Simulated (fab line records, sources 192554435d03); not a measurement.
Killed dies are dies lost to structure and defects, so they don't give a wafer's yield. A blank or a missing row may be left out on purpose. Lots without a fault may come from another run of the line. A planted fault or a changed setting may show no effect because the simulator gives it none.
Chamber matching | flow n5_finfet | N5_SDB_ETCH_18 on rie_diel-05: 4 sister chambers
The step etches SOC in N2/H2, target depth 100 nm, overetch 20 nm, time 150 s. 18 wafers are shown with their chamber, then 9 later ones without.

WAFERS WITH THEIR CHAMBER
wafer  | chamber | drypump_motor_current_A (A) | showerhead_plenum_p_Torr (Torr) | throttle_valve_pct (%)
L076.1 | 3       | 5.4                         | 2.53                            | 17.83
L076.3 | 1       | 4.9                         | 2.50                            | 17.51
L076.5 | 1       | 4.9                         | 2.50                            | 17.50
L077.1 | 2       | 5.6                         | 2.57                            | 17.63
L077.2 | 1       | 4.8                         | 2.50                            | 17.51
L077.3 | 3       | 5.4                         | 2.53                            | 17.83
L082.2 | 3       | 5.4                         | 2.52                            | 17.83
L082.3 | 2       | 5.6                         | 2.57                            | 17.65
L082.6 | 2       | 5.6                         | 2.57                            | 17.63
L085.1 | 2       | 5.6                         | 2.57                            | 17.66
L085.3 | 3       | 5.4                         | 2.52                            | 17.86
L085.4 | 3       | 5.4                         | 2.52                            | 17.85
L086.2 | 2       | 5.6                         | 2.56                            | 17.65
L086.4 | 1       | 4.9                         | 2.50                            | 17.10
L086.5 | 2       | 5.6                         | 2.56                            | 17.65
L087.1 | 3       | 5.4                         | 2.52                            | 17.87
L087.4 | 0       | 5.3                         | 2.46                            | 17.61
L087.5 | 1       | 4.8                         | 2.49                            | 17.11

SIGNATURES (means of the wafers above)
reading                  | chamber 0 | chamber 1 | chamber 2 | chamber 3 | scatter within a chamber
drypump_motor_current_A  | 5.300     | 4.860     | 5.600     | 5.400     | 0.0293
showerhead_plenum_p_Torr | 2.4600    | 2.4980    | 2.5667    | 2.5233    | 0.00498
throttle_valve_pct       | 17.6100   | 17.3460   | 17.6450   | 17.8450   | 0.118
Rule: a wafer's distance from a chamber is the root of the sum, over the readings, of the square of ((its reading less the chamber's mean) divided by the reading's scatter). The wafer belongs to the nearest chamber; if the next one is less than 2 further off, it can't be placed. The scatter: the root of (the sum of the squares of (reading less its chamber's mean) over the shown wafers, divided by (wafers less chambers)).

WAFERS WITHOUT THEIR CHAMBER
wafer  | drypump_motor_current_A (A) | showerhead_plenum_p_Torr (Torr) | throttle_valve_pct (%)
L094.1 | 5.3                         | 2.46                            | 17.62
L094.4 | 5.6                         | 2.56                            | 17.69
L094.5 | 5.3                         | 2.46                            | 17.65
L095.1 | 4.9                         | 2.49                            | 17.13
L095.3 | 5.6                         | 2.56                            | 17.71
L095.4 | 5.4                         | 2.51                            | 17.90
L097.2 | 5.3                         | 2.46                            | 17.67
L097.3 | 5.6                         | 2.55                            | 17.70
L097.5 | 5.3                         | 2.46                            | 17.66

WHICH CHAMBER EACH WENT THROUGH
wafer  | from the rows above | in truth
L094.1 | 0                   | 0
L094.4 | 2                   | 2
L094.5 | 0                   | 0
L095.1 | 1                   | 1
L095.3 | 2                   | 2
L095.4 | 3                   | 3
L097.2 | 0                   | 0
L097.3 | 2                   | 2
L097.5 | 0                   | 0
Placed correctly: 9 of 9. Can't be placed from these rows: 0. Placed wrongly: 0.
